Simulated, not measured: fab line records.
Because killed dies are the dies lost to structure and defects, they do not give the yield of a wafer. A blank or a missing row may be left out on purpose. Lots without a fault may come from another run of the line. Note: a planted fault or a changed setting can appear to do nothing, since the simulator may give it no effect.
Struck lot and sound lot, side by side || flow nand harc || 15 steps out of a route of 1159
Sound: these wafers, L149.3, L149.4, L149.5. The struck wafers were L153.2, L153.4, L153.5. The cause is named last.
Per side, at each step with rows, come the tool, then ch with its chambers, and then its first start. Under that, the readings that differ: sound wafers || struck wafers || difference of the means || sigmas: that difference in standard deviations of wafers without a fault.
alike: same words and numbers on both sides, and readings whose means sit less than 2 such deviations apart. not compared: any withheld reading, any reading some wafer has no value for, any bound like >300 that may hide the same value, and any number with overlapping values for which the record gives no deviation.
The two part at a step that has a row with sigmas, a row that says differs or no value, or rows on one side only. Numbers that don't overlap but have no deviation are shown without sigmas and don't part them. A reading that every wafer of one side lacks parts them only if that side has two wafers or more.

NHARC_P_M0_CD_MEAS_09 targets a cd of 90 nm.
  sound on cd sem-02 ch 0, day 7 04:11; struck on cd sem-03 ch 0, day 8 09:37
  alike: cd nm
NHARC_P_M0_OVL_MEAS_10: pitch 180 nm.
  sound on overlay-01, day 7 04:16; struck on overlay-02, day 8 09:42
{"reading": "overlay y nm (nm)", "sound": "-0.7 -1.7 -1.3", "struck": "0.6 0.5 0.8", "difference": "+1.9", "sigmas": "+3"}
  alike: overlay x nm
NHARC_P_M0_INSPECT_11:
  sound on defect inspect-02, day 7 04:18; struck on defect inspect-01, day 8 09:44
  alike: raw defect count
NHARC_P_M0_DESCUM_14: chemistry O2, time 3 s.
  sound on rie diel-03 ch 1,3, day 7 04:22; struck on rie diel-05 ch 2,3, day 8 09:48
  alike: drypump motor current A, oes product au, rf vpp V, showerhead plenum p Torr, throttle valve pct
  not compared: rf hours counter h
then, 1 step without rows for these wafers: NHARC_P_M0_ETCH_34 (etches the open film in N2/H2, target depth 40 nm, overetch 12 nm, time 43.94 s).
NHARC_P_M0_ETCH_15: etches the open film in C4F8/Ar, target depth 150 nm, overetch 15 nm, time 82.5 s.
  sound: rie diel-03 ch 0,3; struck: rie diel-05 ch 0,1
  alike: oes product au, rf vpp V
  not compared: rf hours counter h
NHARC_P_M0_CD_MEAS_16:
  sound on cd sem-03, day 7 04:40; struck on cd sem-02, day 8 10:06
  alike: cd nm
NHARC_P_M0_STRIP_18: strips in N2/H2.
  sound on rie diel-05 ch 1,2, day 7 04:45; struck on rie diel-05 ch 2,3, day 8 10:10
{"reading": "oes product au (a.u.)", "sound": "1.004 0.977 0.976", "struck": "1.009 1.008 1.025", "difference": "+0.028", "sigmas": "+3"}
  alike: drypump motor current A, rf vpp V, showerhead plenum p Torr, throttle valve pct
  not compared: rf hours counter h
then, 2 steps without rows for these wafers: NHARC_P_M0_STRIP_19 (strips in post etch residue remover, time 600 s); NHARC_P_M0_DEGAS_28 (time 60 s).
NHARC_P_M0_PRE_CLEAN_29: time 30 s.
  sound on pvd sputter-02; struck on pvd sputter-01
  alike: heater power w
NHARC_P_M0_PVD_20: deposits TaN, target thk 5 nm, time 8.06 s.
  sound on pvd sputter-02; struck on pvd sputter-01
  alike: bias v, cathode dc power W, substrate temp c, throttle valve pct
NHARC_P_M0_PVD_21: deposits Cu, target thk 30 nm, time 20.49 s.
  sound on pvd sputter-02, day 7 05:32; struck on pvd sputter-01, day 8 10:57
  no value came back on the struck wafers for cathode dc power W (W), chamber pressure pa (Pa), substrate temp c (C), throttle valve pct (%); on the sound wafers cathode dc power W (W) reads 4999.3 5000.5 5000.7
then, 1 step without rows for these wafers: NHARC_P_M0_ECD_22 (material Cu, target thk 400 nm).
-- break in the record here, with 14 days between the starts of the struck wafers on either side (left off in module P_M0, picked up again in module END, where the first step shown is number 1159 on the route) --
NHARC_END_SORT_01:
  at this point the record logs the struck wafers (prober-01 ch 0, day 22 10:29) and has no rows for the sound ones

WHERE THEY PART
Last at NHARC_END_SORT_01 as far as this record goes, first at NHARC_P_M0_OVL_MEAS_10.

WHY: whatever the simulator had introduced
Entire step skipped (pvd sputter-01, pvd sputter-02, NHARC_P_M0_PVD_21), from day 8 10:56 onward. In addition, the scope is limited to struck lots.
